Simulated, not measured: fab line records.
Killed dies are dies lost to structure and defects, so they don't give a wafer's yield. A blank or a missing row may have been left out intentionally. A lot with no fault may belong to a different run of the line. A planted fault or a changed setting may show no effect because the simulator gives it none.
Which tool is to blame? :: flow nand harc :: 7 lots, 21 wafers sampled, at 4 steps of a route of 1159

== WHAT THE GAUGES READ, wafer by wafer ==
NHARC_END_SORT_01.
lot: L193
measured: day 21 03:38
on: prober-01
killed at array: 29 24 83

== TOOL THAT RAN EACH LOT (tool first, then ch and the chambers of the sampled wafers, then the start) ==
lot: L189
NHARC_A_CONTACT_ETCH_77: rie diel-02 ch 0,2,3, day 16 18:05
NHARC_THIN_TSV_DEP_47: pecvd-02 ch 0,1,2, day 18 19:28
NHARC_THIN_TSV_PVD_51: pvd sputter-02, no start

lot: L188
NHARC_A_CONTACT_ETCH_77: rie diel-02 ch 0,1,3, day 17 02:05
NHARC_THIN_TSV_DEP_47: pecvd-02 ch 0,1,2, day 19 06:47
NHARC_THIN_TSV_PVD_51: pvd sputter-02, no start

lot: L193
NHARC_A_CONTACT_ETCH_77: rie diel-02 ch 0,2,3, day 18 06:52
NHARC_THIN_TSV_DEP_47: pecvd-04 ch 0,1,2, day 20 12:56
NHARC_THIN_TSV_PVD_51: pvd sputter-03, day 21 03:38 or earlier

lot: L200
NHARC_A_CONTACT_ETCH_77: rie diel-11 ch 1,2,3, day 20 14:17
NHARC_THIN_TSV_DEP_47: pecvd-04 ch 0,1, day 22 18:52
NHARC_THIN_TSV_PVD_51: pvd sputter-01, no start

lot: L204
NHARC_A_CONTACT_ETCH_77: rie diel-11 ch 0,1, day 20 19:13
NHARC_THIN_TSV_DEP_47: pecvd-01 ch 0,2, day 22 23:47
NHARC_THIN_TSV_PVD_51: pvd sputter-03, no start

lot: L208
NHARC_A_CONTACT_ETCH_77: rie diel-03 ch 0,1,2, day 22 06:32
NHARC_THIN_TSV_DEP_47: pecvd-02 ch 0,2, day 24 09:21
NHARC_THIN_TSV_PVD_51: pvd sputter-02, no start

lot: L209
NHARC_A_CONTACT_ETCH_77: rie diel-03 ch 0,2,3, day 22 11:33
NHARC_THIN_TSV_DEP_47: pecvd-01 ch 0,1,2, day 24 12:55
NHARC_THIN_TSV_PVD_51: pvd sputter-02, no start
- NHARC_A_CONTACT_ETCH_77: etches the open film in CF4/CHF3, target depth 72.6 nm, time 36.3 s.
- NHARC_THIN_TSV_DEP_47: deposits SiO2, target thk 200 nm.
- NHARC_THIN_TSV_PVD_51: deposits Cu, target thk 100 nm.

== THE ANSWER, worked out from the rows above alone ==
Rule: usual is defined by the lots themselves. The widest of any qualifying gaps counts: lots, ordered by their means at a reading, are off when they make up no more than a third of the lots, leave a main group of 4 or more, and stand apart from it by 3 or more times the standard deviation of that group's means. If all means in a main group match to the digits the tables above print for the reading, that group is not used. Also off: a lot with no number at a reading for which 4 or more lots have one. All remaining lots with rows at the step are treated as sound.
None of the lots is off at any reading shown; this tells nothing.

== WHAT THE SIMULATOR HAD PUT IN ==
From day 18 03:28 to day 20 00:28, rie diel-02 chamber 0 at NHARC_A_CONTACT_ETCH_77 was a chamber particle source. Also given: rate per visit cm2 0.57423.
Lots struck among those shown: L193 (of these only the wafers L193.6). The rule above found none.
